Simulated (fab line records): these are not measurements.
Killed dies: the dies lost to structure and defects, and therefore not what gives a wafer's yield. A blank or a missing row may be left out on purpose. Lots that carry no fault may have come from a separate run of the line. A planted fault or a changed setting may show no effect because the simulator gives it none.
Matching of chambers | flow n5_finfet | N5_MOL_CONTACT_COAG_ETCH_105 on rie_diel-02 has 4 sister chambers
The step etches SiARC in CF4, target depth 15.6 nm, time 26 s. 8 wafers are shown with their chamber, then 8 later ones without.

== WAFERS WITH THEIR CHAMBER ==
wafer  | chamber | showerhead_plenum_p_Torr (Torr) | throttle_valve_pct (%)
L081.3 | 3       | 2.13                            | 16.07
L081.6 | 0       | 2.14                            | 15.65
L083.2 | 0       | 2.14                            | 15.67
L083.6 | 2       | 2.13                            | 15.61
L090.3 | 2       | 2.12                            | 15.66
L090.4 | 3       | 2.12                            | 16.10
L090.5 | 1       | 2.21                            | 15.89
L095.1 | 1       | 2.21                            | 15.91

== WAFERS WHOSE CHAMBER IS MISSING ==
wafer  | showerhead_plenum_p_Torr (Torr) | throttle_valve_pct (%)
L095.2 | 2.13                            | 15.70
L095.3 | 2.12                            | 15.70
L095.4 | 2.12                            | 16.13
L095.5 | 2.12                            | 15.70
L095.6 | 2.21                            | 15.92
L096.2 | 2.12                            | 16.15
L096.5 | 2.12                            | 15.70
L096.6 | 2.12                            | 16.13

== CHAMBER TAKEN BY EACH ==
wafer  | from the rows above     | in truth
L095.2 | can't be placed: 0 or 2 | 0
L095.3 | can't be placed: 2 or 0 | 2
L095.4 | 3                       | 3
L095.5 | can't be placed: 2 or 0 | 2
L095.6 | 1                       | 1
L096.2 | 3                       | 3
L096.5 | can't be placed: 2 or 0 | 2
L096.6 | 3                       | 3
4 of 8 placed correctly. These rows do not allow placing 4 (true chamber among the candidates in 4). 0 placed wrongly.
How it was worked out, from the rows above alone: a wafer's distance from a chamber is the root of the sum, over the readings, of the square of ((its reading less the chamber's mean) divided by the reading's scatter). The wafer belongs to the nearest chamber; if the next one is less than 2 further off, it can't be placed. A chamber's mean is the mean of its shown wafers. The scatter: take each reading less its chamber's mean, square it, sum over the shown wafers, divide by the number of wafers less the number of chambers, and take the root.
